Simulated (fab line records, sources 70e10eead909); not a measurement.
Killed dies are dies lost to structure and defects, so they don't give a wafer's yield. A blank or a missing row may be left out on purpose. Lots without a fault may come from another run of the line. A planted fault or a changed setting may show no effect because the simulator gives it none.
Which tool did it? | flow nand_harc | 24 lots, 72 wafers sampled, at 5 steps of a route of 1302

WHAT THE GAUGES READ, wafer by wafer
NHARC_A_CONTACT_INSPECT_10. Usual: raw_defect_count 89, standard deviation 35.
lot  | measured     | on                | raw_defect_count | flag
L074 | day 23 06:16 | defect_inspect-01 | 61 72 49         |
L075 | day 23 08:13 | defect_inspect-01 | 68 66 66         |
L077 | day 23 10:45 | defect_inspect-01 | 159 148 155      |
L076 | day 23 12:19 | defect_inspect-01 | 87 85 77         |
L079 | day 23 22:51 | defect_inspect-01 | 106 94 115       |
L078 | day 24 02:07 | defect_inspect-01 | 116 119 112      |
L080 | day 25 08:01 | defect_inspect-01 | 24 40 38         |
L081 | day 25 09:44 | defect_inspect-01 | 143 189 142      |
L083 | day 25 22:00 | defect_inspect-01 | 139 133 148      |
L082 | day 26 03:59 | defect_inspect-01 | 40 34 40         |
L084 | day 26 23:59 | defect_inspect-01 | 110 129 108      |
L086 | day 27 06:28 | defect_inspect-02 | 81 87 95         |
L085 | day 27 07:45 | defect_inspect-02 | 144 130 123      |
L089 | day 29 00:02 | defect_inspect-02 | 92 98 99         |
L087 | day 29 03:04 | defect_inspect-01 | 82 100 90        |
L090 | day 29 05:32 | defect_inspect-01 | 56 60 75         |
L091 | day 29 05:41 | defect_inspect-02 | 100 100 127      |
L088 | day 29 07:09 | defect_inspect-02 | 83 85 74         |
L093 | day 30 03:38 | defect_inspect-01 | 111 98 111       |
L092 | day 30 14:37 | defect_inspect-02 | 77 85 82         |
L097 | day 32 02:51 | defect_inspect-02 | 63 77 65         |
L095 | day 32 04:43 | defect_inspect-01 | 65 67 67         |
L094 | day 32 07:47 | defect_inspect-01 | 45 35 42         |
L096 | day 32 11:07 | defect_inspect-01 | 43 61 63         |

NHARC_A_BLC_INSPECT_12. Usual: raw_defect_count 90, standard deviation 35.
lot  | measured     | on                | raw_defect_count | flag
L074 | day 23 12:38 | defect_inspect-01 | 66 72 52         |
L075 | day 23 14:36 | defect_inspect-01 | 65 66 67         |
L077 | day 23 16:56 | defect_inspect-01 | 169 158 165      |
L076 | day 23 19:14 | defect_inspect-01 | 85 85 79         |
L079 | day 24 05:04 | defect_inspect-01 | 108 97 116       |
L078 | day 24 08:25 | defect_inspect-01 | 117 118 118      |
L080 | day 25 14:41 | defect_inspect-01 | 27 35 38         |
L081 | day 25 16:04 | defect_inspect-02 | 148 185 143      |
L083 | day 26 04:23 | defect_inspect-02 | 138 127 148      |
L082 | day 26 10:11 | defect_inspect-01 | 40 34 45         |
L084 | day 27 06:17 | defect_inspect-01 | 116 129 109      |
L086 | day 27 12:55 | defect_inspect-02 | 81 87 94         |
L085 | day 27 14:23 | defect_inspect-01 | 148 129 121      |
L089 | day 29 06:20 | defect_inspect-02 | 94 95 97         |
L087 | day 29 09:27 | defect_inspect-01 | 87 101 85        |
L090 | day 29 12:10 | defect_inspect-01 | 51 56 76         |
L091 | day 29 12:01 | defect_inspect-02 | 114 107 132      |
L088 | day 29 13:29 | defect_inspect-02 | 86 80 76         |
L093 | day 30 10:43 | defect_inspect-01 | 113 111 113      |
L092 | day 30 21:46 | defect_inspect-02 | 73 84 84         |
L097 | day 32 09:19 | defect_inspect-01 | 68 75 66         |
L095 | day 32 11:00 | defect_inspect-01 | 63 70 68         |
L094 | day 32 14:09 | defect_inspect-01 | 47 35 48         |
L096 | day 32 17:24 | defect_inspect-01 | 45 63 66         |

NHARC_A_M0_INSPECT_11. Usual: raw_defect_count 91, standard deviation 35.
lot  | measured     | on                | raw_defect_count | flag
L074 | day 23 16:33 | defect_inspect-01 | 71 75 54         |
L075 | day 23 18:44 | defect_inspect-01 | 64 62 68         |
L077 | day 23 20:59 | defect_inspect-01 | 167 157 167      |
L076 | day 23 23:18 | defect_inspect-01 | 86 89 83         |
L079 | day 24 23:33 | defect_inspect-01 | 108 103 113      |
L078 | day 25 00:35 | defect_inspect-01 | 116 120 113      |
L080 | day 25 18:46 | defect_inspect-01 | 29 41 40         |
L081 | day 25 20:06 | defect_inspect-02 | 144 186 142      |
L083 | day 26 08:25 | defect_inspect-02 | 138 132 146      |
L082 | day 26 14:07 | defect_inspect-02 | 37 31 41         |
L084 | day 27 10:19 | defect_inspect-01 | 119 130 118      |
L086 | day 27 16:49 | defect_inspect-01 | 78 86 99         |
L085 | day 27 18:25 | defect_inspect-01 | 145 132 122      |
L089 | day 29 10:16 | defect_inspect-02 | 93 87 102        |
L087 | day 29 13:31 | defect_inspect-01 | 82 96 86         |
L090 | day 29 16:11 | defect_inspect-02 | 48 59 72         |
L091 | day 29 16:21 | defect_inspect-01 | 119 105 127      |
L088 | day 29 17:34 | defect_inspect-01 | 88 84 77         |
L093 | day 30 15:19 | defect_inspect-01 | 116 106 108      |
L092 | day 31 01:59 | defect_inspect-01 | 82 86 81         |
L097 | day 32 13:32 | defect_inspect-01 | 72 76 65         |
L095 | day 32 14:55 | defect_inspect-01 | 64 68 68         |
L094 | day 32 18:11 | defect_inspect-02 | 51 39 45         |
L096 | day 32 21:31 | defect_inspect-01 | 45 60 66         |

WHICH TOOL RAN EACH LOT (tool, then ch and the chambers of the sampled wafers, then the start)
lot  | NHARC_A_CONTACT_ETCH_88            | NHARC_A_BLC_STRIP_29
L074 | rie_diel-06 ch 0,2, day 23 06:25   | rie_diel-07 ch 0,1,3, day 23 13:44
L075 | rie_diel-06 ch 1,2, day 23 08:22   | rie_diel-07 ch 1,2,3, day 23 15:43
L077 | rie_diel-06 ch 0,3, day 23 10:53   | rie_diel-01 ch 1,2, day 23 18:03
L076 | rie_diel-06 ch 1,2,3, day 23 12:28 | rie_diel-09 ch 1,2,3, day 23 20:22
L079 | rie_diel-04 ch 0,2,3, day 23 23:01 | rie_diel-09 ch 0,2,3, day 24 06:11
L078 | rie_diel-06 ch 1,2,3, day 24 02:16 | rie_diel-09 ch 0,2,3, day 24 09:32
L080 | rie_diel-04 ch 0,2,3, day 25 08:10 | rie_diel-01 ch 1,2, day 25 15:48
L081 | rie_diel-04 ch 1,2, day 25 09:53   | rie_diel-07 ch 1,2,3, day 25 17:11
L083 | rie_diel-06 ch 0,2, day 25 22:09   | rie_diel-07 ch 0,1, day 26 05:30
L082 | rie_diel-06 ch 1,2, day 26 04:08   | rie_diel-07 ch 0,2,3, day 26 11:18
L084 | rie_diel-04 ch 0,3, day 27 00:07   | rie_diel-09 ch 0,1,3, day 27 07:25
L086 | rie_diel-13 ch 0,1, day 27 06:37   | rie_diel-07 ch 1,2,3, day 27 14:00
L085 | rie_diel-04 ch 0,1,3, day 27 07:56 | rie_diel-09 ch 1,2,3, day 27 15:29
L089 | rie_diel-04 ch 0,2,3, day 29 00:12 | rie_diel-01 ch 1,2,3, day 29 07:27
L087 | rie_diel-06 ch 0,1,2, day 29 03:13 | rie_diel-07 ch 0,1, day 29 10:35
L090 | rie_diel-04 ch 0,1,2, day 29 05:41 | rie_diel-07 ch 1,2,3, day 29 13:16
L091 | rie_diel-06 ch 0,2,3, day 29 05:50 | rie_diel-09 ch 1,2, day 29 13:20
L088 | rie_diel-13 ch 0,2,3, day 29 07:19 | rie_diel-07 ch 0,1,2, day 29 14:35
L093 | rie_diel-04 ch 2,3, day 30 03:46   | rie_diel-09 ch 1,2,3, day 30 12:23
L092 | rie_diel-06 ch 0,1,2, day 30 14:57 | rie_diel-07 ch 0,1,3, day 30 23:04
L097 | rie_diel-04 ch 0,1,2, day 32 03:01 | rie_diel-09 ch 0,1, day 32 10:36
L095 | rie_diel-04 ch 2,3, day 32 04:52   | rie_diel-07 ch 0,2,3, day 32 12:08
L094 | rie_diel-13 ch 1,2,3, day 32 07:56 | rie_diel-07 ch 0,1,2, day 32 15:16
L096 | rie_diel-04 ch 0,1,3, day 32 11:17 | rie_diel-09 ch 0,1,3, day 32 18:33
- NHARC_A_CONTACT_ETCH_88: etches the open film in CF4, target depth 39 nm, time 65 s.
- NHARC_A_BLC_STRIP_29: strips in CF4.

WHAT THE TOOLS THEMSELVES READ (means of the sampled wafers that have a number; where no wafer has one, the mark that the record gives instead)
NHARC_A_CONTACT_ETCH_88. Usual: drypump_motor_current_A 5.8 A, standard deviation 0.36; oes_product_au 1.001 a.u., standard deviation 0.0072; rf_vpp_V 150.9 V, standard deviation 1.3; showerhead_plenum_p_Torr 1.76 Torr, standard deviation 0.079; throttle_valve_pct 13.284 %, standard deviation 0.01.
lot  | tool        | drypump_motor_current_A (A) | oes_product_au (a.u.) | rf_vpp_V (V) | showerhead_plenum_p_Torr (Torr) | throttle_valve_pct (%) | flag
L074 | rie_diel-06 | 5.7                         | 1.007                 | 150.2        | 1.73                            | 13.285                 |
L075 | rie_diel-06 | 5.5                         | 0.993                 | 151.6        | 1.75                            | 13.287                 |
L077 | rie_diel-06 | 5.8                         | 1.007                 | 150.6        | 1.73                            | 13.287                 |
L076 | rie_diel-06 | 5.5                         | 1.002                 | 150.7        | 1.76                            | 13.291                 |
L079 | rie_diel-04 | 5.9                         | 1.003                 | 150.1        | 1.73                            | 13.283                 |
L078 | rie_diel-06 | 5.5                         | 1.008                 | 150.2        | 1.76                            | 13.280                 |
L080 | rie_diel-04 | 5.9                         | 0.998                 | 151.1        | 1.73                            | 13.276                 |
L081 | rie_diel-04 | 6.0                         | 0.997                 | 149.9        | 1.71                            | 13.279                 |
L083 | rie_diel-06 | 5.7                         | 1.009                 | 151.0        | 1.72                            | 13.291                 |
L082 | rie_diel-06 | 5.8                         | 0.998                 | 151.7        | 1.83                            | 13.292                 |
L084 | rie_diel-04 | 5.8                         | 0.994                 | 151.6        | 1.74                            | 13.280                 |
L086 | rie_diel-13 | 5.5                         | 1.000                 | 151.8        | 1.82                            | 13.293                 |
L085 | rie_diel-04 | 5.8                         | 1.000                 | 150.0        | 1.77                            | 13.284                 |
L089 | rie_diel-04 | 5.9                         | 1.001                 | 150.6        | 1.73                            | 13.275                 |
L087 | rie_diel-06 | 5.9                         | 1.004                 | 151.8        | 1.79                            | 13.279                 |
L090 | rie_diel-04 | 5.9                         | 1.001                 | 149.4        | 1.72                            | 13.282                 |
L091 | rie_diel-06 | 5.8                         | 1.010                 | 150.9        | 1.72                            | 13.283                 |
L088 | rie_diel-13 | 5.9                         | 1.000                 | 152.1        | 1.82                            | 13.289                 |
L093 | rie_diel-04 | 6.0                         | 0.997                 | 151.3        | 1.71                            | 13.279                 |
L092 | rie_diel-06 | 5.9                         | 1.003                 | 151.4        | 1.79                            | 13.279                 |
L097 | rie_diel-04 | 5.9                         | 0.995                 | 150.1        | 1.71                            | 13.288                 |
L095 | rie_diel-04 | 6.1                         | 0.998                 | 149.5        | 1.71                            | 13.289                 |
L094 | rie_diel-13 | 6.1                         | 0.993                 | 151.0        | 1.76                            | 13.290                 |
L096 | rie_diel-04 | 5.8                         | 0.994                 | 150.9        | 1.76                            | 13.276                 |

NHARC_A_BLC_STRIP_29. Usual: drypump_motor_current_A 5.8 A, standard deviation 0.43; oes_product_au 0.998 a.u., standard deviation 0.0083; rf_vpp_V 59.1 V, standard deviation 0.86; showerhead_plenum_p_Torr 1.74 Torr, standard deviation 0.055; throttle_valve_pct 13.285 %, standard deviation 0.0091.
lot  | tool        | drypump_motor_current_A (A) | oes_product_au (a.u.) | rf_vpp_V (V) | showerhead_plenum_p_Torr (Torr) | throttle_valve_pct (%) | flag
L074 | rie_diel-07 | 5.8                         | 1.004                 | 59.5         | 1.74                            | 13.294                 |
L075 | rie_diel-07 | 5.7                         | 0.999                 | 59.6         | 1.75                            | 13.290                 |
L077 | rie_diel-01 | 5.7                         | 0.994                 | 58.3         | 1.72                            | 13.297                 |
L076 | rie_diel-09 | 6.1                         | 1.004                 | 59.1         | 1.72                            | 13.285                 |
L079 | rie_diel-09 | 5.8                         | 1.002                 | 59.3         | 1.71                            | 13.284                 |
L078 | rie_diel-09 | 5.8                         | 1.002                 | 59.1         | 1.71                            | 13.282                 |
L080 | rie_diel-01 | 5.7                         | 1.005                 | 58.9         | 1.87                            | 13.279                 |
L081 | rie_diel-07 | 5.7                         | 0.997                 | 59.2         | 1.75                            | 13.287                 |
L083 | rie_diel-07 | 6.0                         | 1.000                 | 58.7         | 1.74                            | 13.288                 |
L082 | rie_diel-07 | 5.5                         | 0.999                 | 59.1         | 1.74                            | 13.295                 |
L084 | rie_diel-09 | 5.8                         | 1.006                 | 59.4         | 1.75                            | 13.290                 |
L086 | rie_diel-07 | 5.7                         | 0.994                 | 59.8         | 1.74                            | 13.289                 |
L085 | rie_diel-09 | 6.1                         | 1.005                 | 59.8         | 1.72                            | 13.288                 |
L089 | rie_diel-01 | 6.0                         | 1.002                 | 59.5         | 1.81                            | 13.288                 |
L087 | rie_diel-07 | 6.2                         | 0.992                 | 59.2         | 1.74                            | 13.290                 |
L090 | rie_diel-07 | 5.7                         | 0.990                 | 59.4         | 1.74                            | 13.283                 |
L091 | rie_diel-09 | 6.3                         | 0.996                 | 58.3         | 1.71                            | 13.276                 |
L088 | rie_diel-07 | 5.9                         | 0.987                 | 58.5         | 1.75                            | 13.272                 |
L093 | rie_diel-09 | 6.1                         | 0.990                 | 58.7         | 1.71                            | 13.277                 |
L092 | rie_diel-07 | 5.8                         | 0.991                 | 58.7         | 1.73                            | 13.283                 |
L097 | rie_diel-09 | 5.7                         | 0.990                 | 59.2         | 1.78                            | 13.292                 |
L095 | rie_diel-07 | 5.5                         | 0.997                 | 59.7         | 1.74                            | 13.280                 |
L094 | rie_diel-07 | 5.9                         | 1.000                 | 58.7         | 1.75                            | 13.278                 |
L096 | rie_diel-09 | 5.8                         | 0.996                 | 59.2         | 1.74                            | 13.275                 |

THE ANSWER, worked out from the rows above alone
Rule: a lot is off if the mean of its wafers that have a number lies more than 3 standard deviations from the usual mean. A lot without any number at a reading at which 4 lots or more have one is off too. The other lots that the step has rows for count as sound. The gauges are gone through in route order, then the tools' own readings, and for those a lot's mean is taken as printed above. The first step at which some lot is off is used, and at that step the reading that is off furthest; a lot without a number counts as furthest.
No lot is off at any reading shown: from this, nothing can be told.

WHAT THE SIMULATOR HAD PUT IN
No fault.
